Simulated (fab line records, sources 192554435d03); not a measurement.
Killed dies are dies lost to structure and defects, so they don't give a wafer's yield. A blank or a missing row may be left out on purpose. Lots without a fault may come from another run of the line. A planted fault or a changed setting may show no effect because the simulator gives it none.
A struck lot beside a sound one | flow n5_finfet | 38 steps out of a route of 1938
Sound: wafers L762.1, L762.4, L762.5. Struck: wafer L758.5. (L758.2 of the same lot was not struck and is left out.) The cause comes at the end.
At each step with rows: each side's tool, then ch and its chambers, then its first start. Under that, the readings that differ: sound wafers | struck wafers | difference of the means | sigmas: that difference in standard deviations of wafers without a fault.
alike: readings whose means differ by less than 2 such deviations, and words and numbers that are the same on both sides. not compared: withheld readings, readings that some wafer has no value for, bounds like >300 that may hide the same value, and numbers for which the record gives no deviation and whose values overlap.
The two part at a step that has a row with sigmas, a row that says differs or no value, or rows on one side only. Numbers that don't overlap but have no deviation are shown without sigmas and don't part them. A reading that every wafer of one side lacks parts them only if that side has two wafers or more.

first, 9 steps without rows for these wafers: N5_BEOL_M4_ANNEAL_95 (time 240 s); N5_BEOL_M4_SPUTTER_96 (material Cu, target thk 4.5 nm, time 8.29 s); N5_BEOL_M4_ECD_50 (material Cu, target thk 300 nm); N5_BEOL_M4_ANNEAL_51 (time 90 s); N5_BEOL_M4_CMP_52 (polishes, stops on SiOC, t overpolish 6.8 s, target thk 40 nm); N5_BEOL_M4_PRE_CLEAN_60 (time 15 s); N5_BEOL_M4_CO_CAP_55 (material Co, precursor CCTBA/H2, target thk 2 nm, time 102.1 s); N5_BEOL_M4_PRE_CLEAN_56 (time 15 s); N5_BEOL_M4_DEP_57 (deposits SiCN from 3MS/NH3, target thk 8 nm, time 14 s).
N5_BEOL_M4_RC_MEAS_101:
  sound on prober-01 ch 0, day 12 09:22; struck on prober-02 ch 0, day 11 16:33
  reading   | sound          | struck | difference | sigmas
  VT_P (mV) | -259 -260 -258 | -250   | +9         | +3
  alike: DIBL_N, DIBL_P, IOFF_N, IOFF_P, ION_N, ION_P, SS_N, SS_P, VT_N
then, 24 steps without rows for these wafers: N5_BEOL_M5_ILD_DEP_00 (deposits SiCOH lowk from DEMS/porogen, target thk 140.64 nm, time 25.9 s); N5_BEOL_M5_CURE_79 (cures SiCOH lowk, time 240 s); N5_BEOL_M5_PECVD_70 (deposits SiO2 from TEOS/O2, target thk 16 nm, time 18 s); N5_BEOL_M5_HM_DEP_02 (deposits TiN, target thk 20 nm); N5_BEOL_M5_COAT_59 (time 60 s, resist thk 60 nm); N5_BEOL_M5_COAT_60 (time 60 s, resist thk 12 nm); N5_BEOL_M5_COAT_71 (time 60 s, resist thk 5 nm); N5_BEOL_M5_COAT_05 (resist thk 30 nm); N5_BEOL_M5_EBR_07; N5_BEOL_M5_SOFTBAKE_06 (time 60 s); N5_BEOL_M5_EXPOSE_08 (exposes mask M5, target cd 28 nm); N5_BEOL_M5_PEB_09 (peb time 60 s); N5_BEOL_M5_DEVELOP_10 (develop time 30 s); N5_BEOL_M5_DESCUM_16 (chemistry O2, time 7 s); N5_BEOL_M5_ETCH_72 (etches underlayer in N2/H2, target depth 6.5 nm, time 5.2 s); N5_BEOL_M5_ETCH_61 (etches SiARC in CF4, target depth 15.6 nm, time 26 s); N5_BEOL_M5_ETCH_62 (etches SOC in N2/H2, target depth 75 nm, overetch 15 nm, time 112.5 s); N5_BEOL_M5_STRIP_63 (strips in N2/H2); N5_BEOL_M5_STRIP_73 (strips in N2/H2); N5_BEOL_M5_STRIP_64 (strips in CF4); N5_BEOL_M5_HM_OPEN_17 (chemistry Cl2/BCl3, target TiN, target depth 20 nm, overetch 6 nm); N5_BEOL_M5_STRIP_19 (strips in O2); N5_BEOL_M5_COAT_65 (time 60 s, resist thk 60 nm); N5_BEOL_M5_COAT_66 (time 60 s, resist thk 12 nm).
N5_BEOL_M6_CMP_52: polishes, stops on SiCOH lowk, t overpolish 6.9 s, target thk 80 nm.
  sound on cmp-04 ch 1,2, day 13 03:25; struck on cmp-02 ch 0, day 12 13:44
  reading                      | sound             | struck | difference | sigmas
  barrier_field_endpoint_s (s) | 29.5 31.1 29.9    | 46.8   | +16.6      | +20
  overpolish_run_s (s)         | 6.880 6.922 6.892 | 0.028  | -6.870     | -99 or more
  time_to_endpoint_s (s)       | 67 70 66          | 82     | +14        | +4
  alike: clearing_platen_rpm, head_pressure_psi, motor_current_A
N5_BEOL_M6_THK_MEAS_53: measures by xrf.
  sound on film_metro-01, day 13 03:43; struck on film_metro-02, day 12 13:55
  reading     | sound          | struck | difference | sigmas
  M6_THK (nm) | 82.8 81.6 78.3 | 195.1  | +114.2     | +60
N5_BEOL_M6_INSPECT_58: inspects for defects (darkfield).
  sound on defect_inspect-02, day 13 03:52; struck on defect_inspect-02, day 12 14:05
  reading          | sound    | struck | difference | sigmas
  raw_defect_count | 53 70 55 | 1421   | +1362      | +62
-- the record jumps here: 3 days lie between the struck wafers' starts before and after (it left off in module BEOL_M6 and takes up again in module PASSIVATION, whose first step shown is number 1936 of the route) --
N5_PASSIVATION_PROBE_49:
  the record has rows for the struck wafers here (prober-02, day 15 20:54) and none for the sound ones

WHERE THEY PART
First at N5_BEOL_M4_RC_MEAS_101; last, within this record, at N5_PASSIVATION_PROBE_49.

WHY: what the simulator had put in
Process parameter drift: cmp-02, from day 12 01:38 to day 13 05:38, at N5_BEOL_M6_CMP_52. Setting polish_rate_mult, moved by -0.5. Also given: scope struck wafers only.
